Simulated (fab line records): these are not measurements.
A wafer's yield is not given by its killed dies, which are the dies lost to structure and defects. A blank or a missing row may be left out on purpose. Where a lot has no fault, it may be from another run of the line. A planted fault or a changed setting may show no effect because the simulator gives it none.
fab line records :: flow nandHarc
[record]
  lots = 6
  wafers = 17
  lastDay = 34
route steps=1302 shown A_SOURCE_PLATE@414 A_ONON_D1@424 END@1302
lots untouched by any fault: they come from a run of this same line in which no faults occurred
startH: the number of hours between the record's first day and the start of the first shown wafer of the lot :: waitH: hours elapsed since this lot's preceding step :: " same as the row above :: L1.1+2: several wafers, shown together as one row :: - no value, or no start was given :: * or withheld: withheld :: < > ~ a bound
route shown NAME@n: a module of which the file shows steps, and the number in the route of the first :: usual: mean/standard deviation taken from wafers without a fault :: same: alike in all rows :: chamber/n: place in a boat :: sites: readings site by site :: _std_site: the values' standard deviation :: _edge_site: inner sites' mean taken away from outer sites' mean :: radiusMm: for every site, how far away it sits from the centre of the wafer :: mask NAME#n: copy n :: behind: the last tool/chamber to shape the wafer :: hold: why the lot went on hold/how many hours it stayed there/how the hold came to an end :: device: which transistor (n, p or np) failed to switch :: end of line: the same wafers' tests at the end of the route :: a step given without rows: its recipe and nothing more :: killed: at the first sort, the dies lost to defects and structure; wafer yield is something else :: map: the dies of a wafer, with x for killed, . for not killed, _ for no die there
set.NAME: setting as actually run; set.NAME@STEP: the setting as run at that earlier step :: model.NAME: the simulator's own value behind a step, which no gauge read
certain route steps with their lots: each step a table, each wafer a row
services: from which hour (startH, from the record's first day; less than 0 if before it) a tool's chamber was out of use, for how many hours, and why
[[steps]]
[step NHARC_A_SOURCE_PLATE_SRD_01]
[step NHARC_A_SOURCE_PLATE_OXIDE_02]
[recipe]
  targetThkA = 100
  tempC = 900
  oxTimeS = 1362
  material = SiO2
[step NHARC_A_SOURCE_PLATE_THK_MEAS_09]
[recipe]
  thkMeasGauge = ellipsometry
[usual]
  thkNm = 9.7/0.97
lot.wafer: L830.1
tool: filmMetro-01
chamber: -
startH: 162.28
waitH: 0.4
thkNm: 8.7

lot.wafer: L830.2
tool: filmMetro-01
chamber: -
startH: 162.28
waitH: 0.4
thkNm: 8.7

lot.wafer: L830.6
tool: filmMetro-01
chamber: -
startH: 162.28
waitH: 0.4
thkNm: 9.1

lot.wafer: L832.1
tool: filmMetro-02
chamber: -
startH: 183.04
waitH: 0.4
thkNm: 9.7

lot.wafer: L832.3
tool: filmMetro-02
chamber: -
startH: 183.04
waitH: 0.4
thkNm: 9.1

lot.wafer: L832.4
tool: filmMetro-02
chamber: -
startH: 183.04
waitH: 0.4
thkNm: 9.8

lot.wafer: L842.5
tool: filmMetro-02
chamber: -
startH: 290.59
waitH: 0.4
thkNm: 9.9

lot.wafer: L842.6
tool: filmMetro-02
chamber: -
startH: 290.59
waitH: 0.4
thkNm: 9.8

lot.wafer: L844.2
tool: filmMetro-01
chamber: -
startH: 312.28
waitH: 0.4
thkNm: 10.3

lot.wafer: L844.4
tool: filmMetro-01
chamber: -
startH: 312.28
waitH: 0.4
thkNm: 10.5

lot.wafer: L844.6
tool: filmMetro-01
chamber: -
startH: 312.28
waitH: 0.4
thkNm: 9.2

lot.wafer: L849.2
tool: filmMetro-01
chamber: -
startH: 365.87
waitH: 0.4
thkNm: 10.4

lot.wafer: L849.3
tool: filmMetro-01
chamber: -
startH: 365.87
waitH: 0.4
thkNm: 9.8

lot.wafer: L849.5
tool: filmMetro-01
chamber: -
startH: 365.87
waitH: 0.4
thkNm: 9.4

lot.wafer: L850.2
tool: filmMetro-02
chamber: -
startH: 365.88
waitH: 0.4
thkNm: 12.0

lot.wafer: L850.3
tool: filmMetro-02
chamber: -
startH: 365.88
waitH: 0.4
thkNm: 11.1

lot.wafer: L850.5
tool: filmMetro-02
chamber: -
startH: 365.88
waitH: 0.4
thkNm: 10.9
[step NHARC_A_SOURCE_PLATE_PVD_04]
[recipe]
  targetThkA = 500
  material = WSi2
[step NHARC_A_SOURCE_PLATE_CVD_03]
[recipe]
  targetThkA = 2000
  tempC = 620
  pressureMtorr = 200
  timeS = 4000
  material = poly-Si
[step NHARC_A_SOURCE_PLATE_ANNEAL_05]
[recipe]
  tempC = 850
  timeS = 1800
[step NHARC_A_SOURCE_PLATE_THK_MEAS_06]
[recipe]
  thkMeasGauge = ellipsometry
[usual]
  thkNm = 200.0/2.1
lot.wafer: L830.1
tool: filmMetro-01
chamber: -
startH: 175.14
waitH: 0.4
thkNm: 200.8

lot.wafer: L830.2
tool: filmMetro-01
chamber: -
startH: 175.14
waitH: 0.4
thkNm: 202.9

lot.wafer: L830.6
tool: filmMetro-01
chamber: -
startH: 175.14
waitH: 0.4
thkNm: 201.9

lot.wafer: L832.1
tool: filmMetro-01
chamber: -
startH: 196.70
waitH: 0.4
thkNm: 196.4

lot.wafer: L832.3
tool: filmMetro-01
chamber: -
startH: 196.70
waitH: 0.4
thkNm: 198.0

lot.wafer: L832.4
tool: filmMetro-01
chamber: -
startH: 196.70
waitH: 0.4
thkNm: 196.8

lot.wafer: L842.5
tool: filmMetro-01
chamber: -
startH: 303.60
waitH: 0.4
thkNm: 197.3

lot.wafer: L842.6
tool: filmMetro-01
chamber: -
startH: 303.60
waitH: 0.4
thkNm: 196.9

lot.wafer: L844.2
tool: filmMetro-02
chamber: -
startH: 327.04
waitH: 0.4
thkNm: 204.8

lot.wafer: L844.4
tool: filmMetro-02
chamber: -
startH: 327.04
waitH: 0.4
thkNm: 200.0

lot.wafer: L844.6
tool: filmMetro-02
chamber: -
startH: 327.04
waitH: 0.4
thkNm: 200.1

lot.wafer: L850.2
tool: filmMetro-01
chamber: -
startH: 378.75
waitH: 0.4
thkNm: 203.3

lot.wafer: L850.3
tool: filmMetro-01
chamber: -
startH: 378.75
waitH: 0.4
thkNm: 200.0

lot.wafer: L850.5
tool: filmMetro-01
chamber: -
startH: 378.75
waitH: 0.4
thkNm: 201.5

lot.wafer: L849.2
tool: filmMetro-01
chamber: -
startH: 378.76
waitH: 0.4
thkNm: 200.2

lot.wafer: L849.3
tool: filmMetro-01
chamber: -
startH: 378.76
waitH: 0.4
thkNm: 200.9

lot.wafer: L849.5
tool: filmMetro-01
chamber: -
startH: 378.76
waitH: 0.4
thkNm: 200.8
[step NHARC_A_SOURCE_PLATE_INSPECT_08]
[usual]
  rawDefectCount = 62/26
lot.wafer: L830.1
tool: defectInspect-02
chamber: -
startH: 175.20
waitH: 0.0
rawDefectCount: 66

lot.wafer: L830.2
tool: defectInspect-02
chamber: -
startH: 175.20
waitH: 0.0
rawDefectCount: 72

lot.wafer: L830.6
tool: defectInspect-02
chamber: -
startH: 175.20
waitH: 0.0
rawDefectCount: 69

lot.wafer: L832.1
tool: defectInspect-02
chamber: -
startH: 196.78
waitH: 0.0
rawDefectCount: 41

lot.wafer: L832.3
tool: defectInspect-02
chamber: -
startH: 196.78
waitH: 0.0
rawDefectCount: 38

lot.wafer: L832.4
tool: defectInspect-02
chamber: -
startH: 196.78
waitH: 0.0
rawDefectCount: 79

lot.wafer: L842.5
tool: defectInspect-02
chamber: -
startH: 303.72
waitH: 0.1
rawDefectCount: 44

lot.wafer: L842.6
tool: defectInspect-02
chamber: -
startH: 303.72
waitH: 0.1
rawDefectCount: 52

lot.wafer: L844.2
tool: defectInspect-01
chamber: -
startH: 327.11
waitH: 0.0
rawDefectCount: 46

lot.wafer: L844.4
tool: defectInspect-01
chamber: -
startH: 327.11
waitH: 0.0
rawDefectCount: 82

lot.wafer: L844.6
tool: defectInspect-01
chamber: -
startH: 327.11
waitH: 0.0
rawDefectCount: 88

lot.wafer: L850.2
tool: defectInspect-02
chamber: -
startH: 378.82
waitH: 0.0
rawDefectCount: 56

lot.wafer: L850.3
tool: defectInspect-02
chamber: -
startH: 378.82
waitH: 0.0
rawDefectCount: 35

lot.wafer: L850.5
tool: defectInspect-02
chamber: -
startH: 378.82
waitH: 0.0
rawDefectCount: 42

lot.wafer: L849.2
tool: defectInspect-02
chamber: -
startH: 378.82
waitH: 0.0
rawDefectCount: 102

lot.wafer: L849.3
tool: defectInspect-02
chamber: -
startH: 378.82
waitH: 0.0
rawDefectCount: 54

lot.wafer: L849.5
tool: defectInspect-02
chamber: -
startH: 378.82
waitH: 0.0
rawDefectCount: 86
[step NHARC_A_ONON_D1_DEP_00]
[recipe]
  targetThkA = 10000
  n2FlowSccm = 2750
  n2oFlowSccm = 2000
  nh3FlowSccm = 500
  sih4FlowSccm = 210
  tempC = 400
[step NHARC_A_ONON_D1_THK_MEAS_02]
[recipe]
  thkMeasGauge = ellipsometry
[usual]
  thkNm = 999/9.2
lot.wafer: L830.1
tool: filmMetro-01
chamber: -
startH: 175.78
waitH: -
thkNm: 1013

lot.wafer: L830.2
tool: filmMetro-01
chamber: -
startH: 175.78
waitH: -
thkNm: 1014

lot.wafer: L830.6
tool: filmMetro-01
chamber: -
startH: 175.78
waitH: -
thkNm: 1014

lot.wafer: L832.1
tool: filmMetro-01
chamber: -
startH: 197.39
waitH: -
thkNm: 1014

lot.wafer: L832.3
tool: filmMetro-01
chamber: -
startH: 197.39
waitH: -
thkNm: 1013

lot.wafer: L832.4
tool: filmMetro-01
chamber: -
startH: 197.39
waitH: -
thkNm: 1013

lot.wafer: L842.5
tool: filmMetro-02
chamber: -
startH: 304.31
waitH: -
thkNm: 1006

lot.wafer: L842.6
tool: filmMetro-02
chamber: -
startH: 304.31
waitH: -
thkNm: 1009

lot.wafer: L844.2
tool: filmMetro-01
chamber: -
startH: 327.68
waitH: -
thkNm: 1000

lot.wafer: L844.4
tool: filmMetro-01
chamber: -
startH: 327.68
waitH: -
thkNm: 998

lot.wafer: L844.6
tool: filmMetro-01
chamber: -
startH: 327.68
waitH: -
thkNm: 999

lot.wafer: L850.2
tool: filmMetro-01
chamber: -
startH: 379.39
waitH: -
thkNm: 983

lot.wafer: L850.3
tool: filmMetro-01
chamber: -
startH: 379.39
waitH: -
thkNm: 985

lot.wafer: L850.5
tool: filmMetro-01
chamber: -
startH: 379.39
waitH: -
thkNm: 986

lot.wafer: L849.2
tool: filmMetro-01
chamber: -
startH: 379.51
waitH: -
thkNm: 998

lot.wafer: L849.3
tool: filmMetro-01
chamber: -
startH: 379.51
waitH: -
thkNm: 996

lot.wafer: L849.5
tool: filmMetro-01
chamber: -
startH: 379.51
waitH: -
thkNm: 997
[step NHARC_A_ONON_D1_DEP_03]
[recipe]
  targetThkA = 10000
  n2FlowSccm = 2750
  n2oFlowSccm = 2000
  nh3FlowSccm = 500
  sih4FlowSccm = 210
  tempC = 400
[usual]
  n2FlowSccm = 2750/6.9
lot.wafer: L830.1
tool: pecvdOnon-04
chamber: 0
startH: 175.84
waitH: 0.1
n2FlowSccm: 2762

lot.wafer: L830.2
tool: pecvdOnon-04
chamber: 0
startH: 175.84
waitH: 0.1
n2FlowSccm: 2764

lot.wafer: L830.6
tool: pecvdOnon-04
chamber: 0
startH: 175.84
waitH: 0.1
n2FlowSccm: 2756

lot.wafer: L832.1
tool: pecvdOnon-01
chamber: 0
startH: 197.44
waitH: 0.1
n2FlowSccm: 2754

lot.wafer: L832.3
tool: pecvdOnon-01
chamber: 0
startH: 197.44
waitH: 0.1
n2FlowSccm: 2752

lot.wafer: L832.4
tool: pecvdOnon-01
chamber: 0
startH: 197.44
waitH: 0.1
n2FlowSccm: 2754

lot.wafer: L842.5
tool: pecvdOnon-04
chamber: 0
startH: 304.60
waitH: 0.3
n2FlowSccm: 2755

lot.wafer: L842.6
tool: pecvdOnon-04
chamber: 0
startH: 304.60
waitH: 0.3
n2FlowSccm: 2738

lot.wafer: L844.2
tool: pecvdOnon-04
chamber: 0
startH: 327.80
waitH: 0.1
n2FlowSccm: 2747

lot.wafer: L844.4
tool: pecvdOnon-04
chamber: 0
startH: 327.80
waitH: 0.1
n2FlowSccm: 2748

lot.wafer: L844.6
tool: pecvdOnon-04
chamber: 0
startH: 327.80
waitH: 0.1
n2FlowSccm: 2750

lot.wafer: L850.2
tool: pecvdOnon-01
chamber: 0
startH: 379.51
waitH: 0.1
n2FlowSccm: 2748

lot.wafer: L850.3
tool: pecvdOnon-01
chamber: 0
startH: 379.51
waitH: 0.1
n2FlowSccm: 2757

lot.wafer: L850.5
tool: pecvdOnon-01
chamber: 0
startH: 379.51
waitH: 0.1
n2FlowSccm: 2748

lot.wafer: L849.2
tool: pecvdOnon-02
chamber: 0
startH: 379.62
waitH: 0.1
n2FlowSccm: 2751

lot.wafer: L849.3
tool: pecvdOnon-02
chamber: 0
startH: 379.62
waitH: 0.1
n2FlowSccm: 2742

lot.wafer: L849.5
tool: pecvdOnon-02
chamber: 0
startH: 379.62
waitH: 0.1
n2FlowSccm: 2746
[step NHARC_A_ONON_D1_THK_MEAS_05]
[recipe]
  thkMeasGauge = ellipsometry
[usual]
  thkNm = 1001/9.9
lot.wafer: L830.1
tool: filmMetro-01
chamber: -
startH: 176.35
waitH: -
thkNm: 992

lot.wafer: L830.2
tool: filmMetro-01
chamber: -
startH: 176.35
waitH: -
thkNm: 991

lot.wafer: L830.6
tool: filmMetro-01
chamber: -
startH: 176.35
waitH: -
thkNm: 992

lot.wafer: L832.1
tool: filmMetro-02
chamber: -
startH: 197.96
waitH: -
thkNm: 1003

lot.wafer: L832.3
tool: filmMetro-02
chamber: -
startH: 197.96
waitH: -
thkNm: 1002

lot.wafer: L832.4
tool: filmMetro-02
chamber: -
startH: 197.96
waitH: -
thkNm: 1001

lot.wafer: L842.5
tool: filmMetro-02
chamber: -
startH: 304.88
waitH: -
thkNm: 1577

lot.wafer: L842.6
tool: filmMetro-02
chamber: -
startH: 304.88
waitH: -
thkNm: 1013

lot.wafer: L844.2
tool: filmMetro-01
chamber: -
startH: 328.25
waitH: -
thkNm: 995

lot.wafer: L844.4
tool: filmMetro-01
chamber: -
startH: 328.25
waitH: -
thkNm: 1561

lot.wafer: L844.6
tool: filmMetro-01
chamber: -
startH: 328.25
waitH: -
thkNm: 995

lot.wafer: L850.2
tool: filmMetro-01
chamber: -
startH: 379.96
waitH: -
thkNm: 1000

lot.wafer: L850.3
tool: filmMetro-01
chamber: -
startH: 379.96
waitH: -
thkNm: 998

lot.wafer: L850.5
tool: filmMetro-01
chamber: -
startH: 379.96
waitH: -
thkNm: 997

lot.wafer: L849.2
tool: filmMetro-01
chamber: -
startH: 380.08
waitH: -
thkNm: 1008

lot.wafer: L849.3
tool: filmMetro-01
chamber: -
startH: 380.08
waitH: -
thkNm: 1005

lot.wafer: L849.5
tool: filmMetro-01
chamber: -
startH: 380.08
waitH: -
thkNm: 1007
[step NHARC_A_ONON_D1_DEP_06]
[recipe]
  targetThkA = 10000
  n2FlowSccm = 2750
  n2oFlowSccm = 2000
  nh3FlowSccm = 500
  sih4FlowSccm = 210
  tempC = 400
[step NHARC_END_SORT_01]
[recipe]
  tempC = 25
[usual]
  killedAtArray = 63/27
  killedAtOther = 0.7/1.2
  killedAtPeriphery = 3.1/2
  killedDies = 67/28
  killedOpen = 3.0/1.9
  killedShort = 2.2/1.5
[same]
  grossDies = 677
lot.wafer: L830.1
tool: prober-02
chamber: 0
startH: 576.17
waitH: 2.5
killedAtArray: 52
killedAtOther: 2
killedAtPeriphery: 5
killedDies: 59
killedOpen: 3
killedShort: 4

lot.wafer: L830.2
tool: prober-02
chamber: 0
startH: 576.97
waitH: 2.8
killedAtArray: 47
killedAtOther: 0
killedAtPeriphery: 7
killedDies: 54
killedOpen: 2
killedShort: 1

lot.wafer: L830.6
tool: prober-02
chamber: 0
startH: 580.16
waitH: 4.0
killedAtArray: 43
killedAtOther: 0
killedAtPeriphery: 5
killedDies: 48
killedOpen: 1
killedShort: 3

lot.wafer: L832.1
tool: prober-01
chamber: 0
startH: 589.76
waitH: 2.5
killedAtArray: 97
killedAtOther: 0
killedAtPeriphery: 4
killedDies: 101
killedOpen: 2
killedShort: 1

lot.wafer: L832.3
tool: prober-01
chamber: 0
startH: 591.34
waitH: 3.1
killedAtArray: 87
killedAtOther: 0
killedAtPeriphery: 2
killedDies: 89
killedOpen: 3
killedShort: 2

lot.wafer: L832.4
tool: prober-01
chamber: 0
startH: 592.14
waitH: 3.4
killedAtArray: 90
killedAtOther: 0
killedAtPeriphery: 1
killedDies: 91
killedOpen: 5
killedShort: 2

lot.wafer: L842.5
tool: prober-02
chamber: 0
startH: 702.44
waitH: 3.7
killedAtArray: 672
killedAtOther: 0
killedAtPeriphery: 5
killedDies: 677
killedOpen: 4
killedShort: 2

lot.wafer: L842.6
tool: prober-02
chamber: 0
startH: 703.24
waitH: 4.0
killedAtArray: 42
killedAtOther: 2
killedAtPeriphery: 2
killedDies: 46
killedOpen: 1
killedShort: 2

lot.wafer: L844.2
tool: prober-02
chamber: 0
startH: 740.36
waitH: 2.8
killedAtArray: 62
killedAtOther: 0
killedAtPeriphery: 2
killedDies: 64
killedOpen: 3
killedShort: 2

lot.wafer: L844.4
tool: prober-02
chamber: 0
startH: 741.96
waitH: 3.4
killedAtArray: 672
killedAtOther: 2
killedAtPeriphery: 3
killedDies: 677
killedOpen: 3
killedShort: 3

lot.wafer: L844.6
tool: prober-02
chamber: 0
startH: 743.55
waitH: 4.0
killedAtArray: 55
killedAtOther: 3
killedAtPeriphery: 0
killedDies: 58
killedOpen: 2
killedShort: 3

lot.wafer: L850.2
tool: prober-01
chamber: 0
startH: 782.48
waitH: 2.8
killedAtArray: 76
killedAtOther: 0
killedAtPeriphery: 4
killedDies: 80
killedOpen: 7
killedShort: 3

lot.wafer: L850.3
tool: prober-01
chamber: 0
startH: 783.28
waitH: 3.1
killedAtArray: 69
killedAtOther: 0
killedAtPeriphery: 0
killedDies: 69
killedOpen: 2
killedShort: 2

lot.wafer: L850.5
tool: prober-01
chamber: 0
startH: 784.88
waitH: 3.7
killedAtArray: 56
killedAtOther: 0
killedAtPeriphery: 2
killedDies: 58
killedOpen: 9
killedShort: 2

lot.wafer: L849.2
tool: prober-01
chamber: 0
startH: 809.74
waitH: 2.8
killedAtArray: 48
killedAtOther: 0
killedAtPeriphery: 3
killedDies: 51
killedOpen: 1
killedShort: 2

lot.wafer: L849.3
tool: prober-01
chamber: 0
startH: 810.54
waitH: 3.1
killedAtArray: 40
killedAtOther: 0
killedAtPeriphery: 4
killedDies: 44
killedOpen: 3
killedShort: 3

lot.wafer: L849.5
tool: prober-01
chamber: 0
startH: 812.13
waitH: 3.7
killedAtArray: 42
killedAtOther: 0
killedAtPeriphery: 2
killedDies: 44
killedOpen: 3
killedShort: 0
// killed by level:class
L830.1 A_CHANNEL_HOLE_D2:chamberFilmFlake=32 P_STI:chamberFilmFlake=4 A_CHANNEL_HOLE_D1:chamberFilmFlake=4 A_M1:chamberFilmFlake=4 A_CONTACT:chamberFilmFlake=3 A_WL_FILL:chamberFilmFlake=2 A_ONON_D1:geometricParticle:short=1 A_CHANNEL_FILL_D1:geometricParticle:short=1
L830.2 A_CHANNEL_HOLE_D2:chamberFilmFlake=33 A_CONTACT:chamberFilmFlake=7 P_STI:chamberFilmFlake=5 A_CHANNEL_HOLE_D1:geometricParticle:open=1 A_CHANNEL_FILL_D2:geometricParticle:short=1 A_M0:geometricParticle:open=1 P_GATE:chamberFilmFlake=1 P_M1:chamberFilmFlake=1
L830.6 A_CHANNEL_HOLE_D2:chamberFilmFlake=25 A_CONTACT:chamberFilmFlake=7 P_STI:chamberFilmFlake=4 A_WL_FILL:chamberFilmFlake=3 A_M1:chamberFilmFlake=3 P_GATE:geometricParticle:short=1 A_CHANNEL_FILL_D1:geometricParticle:open=1 A_SGD_CUT:geometricParticle:short=1
L832.1 A_CHANNEL_HOLE_D1:chamberFilmFlake=31 A_SLIT:chamberFilmFlake=31 A_CHANNEL_HOLE_D2:chamberFilmFlake=30 P_STI:chamberFilmFlake=2 A_STAIRCASE:chamberFilmFlake=2 A_CONTACT:chamberFilmFlake=2 P_CONTACT:geometricParticle:open=1 P_M2:geometricParticle:open=1
L832.3 A_SLIT:chamberFilmFlake=30 A_CHANNEL_HOLE_D1:chamberFilmFlake=23 A_CHANNEL_HOLE_D2:chamberFilmFlake=22 A_CONTACT:chamberFilmFlake=3 A_STAIRCASE:chamberFilmFlake=2 P_M0:geometricParticle:short=1 A_ONON_D1:geometricParticle:open=1 A_ONON_D1:geometricParticle:short=1
L832.4 A_SLIT:chamberFilmFlake=30 A_CHANNEL_HOLE_D2:chamberFilmFlake=29 A_CHANNEL_HOLE_D1:chamberFilmFlake=20 A_BLC:geometricParticle:open=2 A_CHANNEL_FILL_D1:chamberFilmFlake=2 P_M0:geometricParticle:open=1 A_CHANNEL_HOLE_D1:geometricParticle:short=1 A_CHANNEL_FILL_D1:geometricParticle:open=1
L842.5 A_ONON_D1:areaDep=622 A_SLIT:chamberFilmFlake=25 A_CHANNEL_HOLE_D1:chamberFilmFlake=5 A_DECK1_JOINT:chamberFilmFlake=4 A_BLC:chamberFilmFlake=4 P_M1:chamberFilmFlake=3 A_CONTACT:chamberFilmFlake=3 P_GATE:chamberFilmFlake=2
L842.6 A_SLIT:chamberFilmFlake=31 A_CHANNEL_HOLE_D1:chamberFilmFlake=3 THIN_TSV:chamberFilmFlake=2 P_CONTACT:geometricParticle:open=1 A_ONON_D1:geometricParticle:short=1 A_DECK1_JOINT:geometricParticle:short=1 P_M1:chamberFilmFlake=1 A_DECK1_JOINT:chamberFilmFlake=1
L844.2 A_SLIT:chamberFilmFlake=34 A_CHANNEL_HOLE_D1:chamberFilmFlake=8 A_CHANNEL_FILL_D2:chamberFilmFlake=4 A_STAIRCASE:chamberFilmFlake=4 A_SGD_CUT:chamberFilmFlake=3 A_CONTACT:chamberFilmFlake=2 P_CONTACT:geometricParticle:open=1 A_ONON_D1:geometricParticle:open=1
L844.4 A_ONON_D1:areaDep=618 A_SLIT:chamberFilmFlake=30 A_CHANNEL_HOLE_D1:chamberFilmFlake=7 A_STAIRCASE:chamberFilmFlake=6 A_CONTACT:chamberFilmFlake=3 A_CHANNEL_FILL_D2:chamberFilmFlake=2 THIN_TSV:chamberFilmFlake=2 P_GATE:geometricParticle:open=1
L844.6 A_SLIT:chamberFilmFlake=29 A_CHANNEL_HOLE_D1:chamberFilmFlake=11 A_STAIRCASE:chamberFilmFlake=4 A_CHANNEL_FILL_D2:chamberFilmFlake=3 A_CONTACT:chamberFilmFlake=3 A_DECK1_JOINT:geometricParticle:open=1 A_ONON_D2:geometricParticle:short=1 A_WL_FILL:geometricParticle:short=1
L850.2 A_SLIT:chamberFilmFlake=28 A_CHANNEL_HOLE_D2:chamberFilmFlake=22 A_CONTACT:chamberFilmFlake=7 A_CHANNEL_HOLE_D1:chamberFilmFlake=4 A_STAIRCASE:chamberFilmFlake=4 A_CHANNEL_FILL_D1:geometricParticle:open=2 A_CHANNEL_FILL_D1:geometricParticle:short=2 A_ZERO_WELL:chamberFilmFlake=2
L850.3 A_CHANNEL_HOLE_D2:chamberFilmFlake=25 A_SLIT:chamberFilmFlake=23 A_CONTACT:chamberFilmFlake=13 A_CHANNEL_HOLE_D1:chamberFilmFlake=2 A_STAIRCASE:chamberFilmFlake=2 A_CHANNEL_HOLE_D1:geometricParticle:short=1 A_CHANNEL_FILL_D1:geometricParticle:open=1 A_CHANNEL_FILL_D1:geometricParticle:short=1
L850.5 A_CHANNEL_HOLE_D2:chamberFilmFlake=25 A_SLIT:chamberFilmFlake=19 A_CHANNEL_FILL_D1:geometricParticle:open=2 A_CHANNEL_FILL_D1:geometricParticle:short=2 P_GATE:geometricParticle:open=1 P_CONTACT:geometricParticle:open=1 A_CHANNEL_HOLE_D1:geometricParticle:open=1 A_ONON_D2:geometricParticle:open=1
L849.2 A_CHANNEL_HOLE_D1:chamberFilmFlake=19 A_CONTACT:chamberFilmFlake=9 A_SLIT:chamberFilmFlake=7 A_SGD_CUT:chamberFilmFlake=4 P_ZERO_WELL:chamberFilmFlake=3 A_CHANNEL_FILL_D1:chamberFilmFlake=3 A_STAIRCASE:chamberFilmFlake=2 A_ONON_D1:geometricParticle:short=1
L849.3 A_CHANNEL_HOLE_D1:chamberFilmFlake=18 A_SLIT:chamberFilmFlake=5 P_ZERO_WELL:chamberFilmFlake=3 A_CHANNEL_HOLE_D2:chamberFilmFlake=3 A_STAIRCASE:chamberFilmFlake=3 A_WL_FILL:chamberFilmFlake=3 A_CONTACT:chamberFilmFlake=3 A_ONON_D1:geometricParticle:short=2
L849.5 A_CHANNEL_HOLE_D1:chamberFilmFlake=16 A_DECK1_JOINT:chamberFilmFlake=5 A_SLIT:chamberFilmFlake=5 A_CHANNEL_HOLE_D2:chamberFilmFlake=3 A_SGD_CUT:chamberFilmFlake=3 A_CONTACT:chamberFilmFlake=3 P_ZERO_WELL:chamberFilmFlake=2 A_M1:chamberFilmFlake=2
// map L842.5 (x killed, . not)
____________x____________
_________xxxxxxx_________
_______xxxxxxxxxxx_______
______xxxxxxxxxxxxx______
_____xxxxxxxxxxxxxxx_____
____xxxxxxxxxxxxxxxxx____
____xxxxxxxxxxxxxxxxx____
___xxxxxxxxxxxxxxxxxxx___
___xxxxxxxxxxxxxxxxxxx___
__xxxxxxxxxxxxxxxxxxxxx__
__xxxxxxxxxxxxxxxxxxxxx__
_xxxxxxxxxxxxxxxxxxxxxxx_
_xxxxxxxxxxxxxxxxxxxxxxx_
_xxxxxxxxxxxxxxxxxxxxxxx_
_xxxxxxxxxxxxxxxxxxxxxxx_
_xxxxxxxxxxxxxxxxxxxxxxx_
xxxxxxxxxxxxxxxxxxxxxxxxx
xxxxxxxxxxxxxxxxxxxxxxxxx
xxxxxxxxxxxxxxxxxxxxxxxxx
xxxxxxxxxxxxxxxxxxxxxxxxx
xxxxxxxxxxxxxxxxxxxxxxxxx
_xxxxxxxxxxxxxxxxxxxxxxx_
_xxxxxxxxxxxxxxxxxxxxxxx_
_xxxxxxxxxxxxxxxxxxxxxxx_
_xxxxxxxxxxxxxxxxxxxxxxx_
_xxxxxxxxxxxxxxxxxxxxxxx_
__xxxxxxxxxxxxxxxxxxxxx__
__xxxxxxxxxxxxxxxxxxxxx__
___xxxxxxxxxxxxxxxxxxx___
___xxxxxxxxxxxxxxxxxxx___
____xxxxxxxxxxxxxxxxx____
____xxxxxxxxxxxxxxxxx____
_____xxxxxxxxxxxxxxx_____
______xxxxxxxxxxxxx______
_______xxxxxxxxxxx_______
_________xxxxxxx_________
____________x____________
// map L844.4 (x killed, . not)
____________x____________
_________xxxxxxx_________
_______xxxxxxxxxxx_______
______xxxxxxxxxxxxx______
_____xxxxxxxxxxxxxxx_____
____xxxxxxxxxxxxxxxxx____
____xxxxxxxxxxxxxxxxx____
___xxxxxxxxxxxxxxxxxxx___
___xxxxxxxxxxxxxxxxxxx___
__xxxxxxxxxxxxxxxxxxxxx__
__xxxxxxxxxxxxxxxxxxxxx__
_xxxxxxxxxxxxxxxxxxxxxxx_
_xxxxxxxxxxxxxxxxxxxxxxx_
_xxxxxxxxxxxxxxxxxxxxxxx_
_xxxxxxxxxxxxxxxxxxxxxxx_
_xxxxxxxxxxxxxxxxxxxxxxx_
xxxxxxxxxxxxxxxxxxxxxxxxx
xxxxxxxxxxxxxxxxxxxxxxxxx
xxxxxxxxxxxxxxxxxxxxxxxxx
xxxxxxxxxxxxxxxxxxxxxxxxx
xxxxxxxxxxxxxxxxxxxxxxxxx
_xxxxxxxxxxxxxxxxxxxxxxx_
_xxxxxxxxxxxxxxxxxxxxxxx_
_xxxxxxxxxxxxxxxxxxxxxxx_
_xxxxxxxxxxxxxxxxxxxxxxx_
_xxxxxxxxxxxxxxxxxxxxxxx_
__xxxxxxxxxxxxxxxxxxxxx__
__xxxxxxxxxxxxxxxxxxxxx__
___xxxxxxxxxxxxxxxxxxx___
___xxxxxxxxxxxxxxxxxxx___
____xxxxxxxxxxxxxxxxx____
____xxxxxxxxxxxxxxxxx____
_____xxxxxxxxxxxxxxx_____
______xxxxxxxxxxxxx______
_______xxxxxxxxxxx_______
_________xxxxxxx_________
____________x____________
[[services]]
tool: pecvdOnon-02
chamber: -
startH: 185.00
hours: 13.0
kind: pm

tool: pecvdOnon-01
chamber: -
startH: 269.31
hours: 13.0
kind: pm

tool: pecvdOnon-04
chamber: -
startH: 311.30
hours: 13.0
kind: pm

tool: pecvdOnon-02
chamber: -
startH: 366.00
hours: 13.0
kind: pm
[[key]]
[firstSign]
  step = NHARC_A_ONON_D1_THK_MEAS_05
  reading = thkNm
  direction = up
  sigmas = 58
  usual = 1001
  struck = 1569
[effect]
  step = NHARC_END_SORT_01
  reading = killedAtArray
  direction = up
  sigmas = 22
  usual = 63
  struck = 672
[moreKillsBornAt]
  NHARC_A_ONON_D1_DEP_03@pecvdOnon-04 = 1240
metAt NHARC_A_ONON_D1_DEP_03
struckWafers L842.5,L844.4
laterRowsLeftOut L842.5,L844.4
testerLeftOut L842,L844
onsetBetween 175.84 304.60
[fault]
  kind = processParameterDrift
  tool = pecvdOnon-04
  chamber = -
  onsetH = 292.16
  steps = NHARC_A_ONON_D1_DEP_03
  channel = targetThkA
  offset = *
  shape = step
  endH = 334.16
  scope = struckWafersOnly
  actsIn = *
  stated = *
// testerLeftOut: of these lots the tester's yield and bins aren't shown, on N5 and GAA mostly nor the transistor test; their killed dies are dies lost to structure and defects alone, not to doping, threshold or leakage, so they don't give the yield
// laterRowsLeftOut: the simulator's readings of these wafers behind a module that went badly wrong aren't trusted and aren't shown, but for the sort
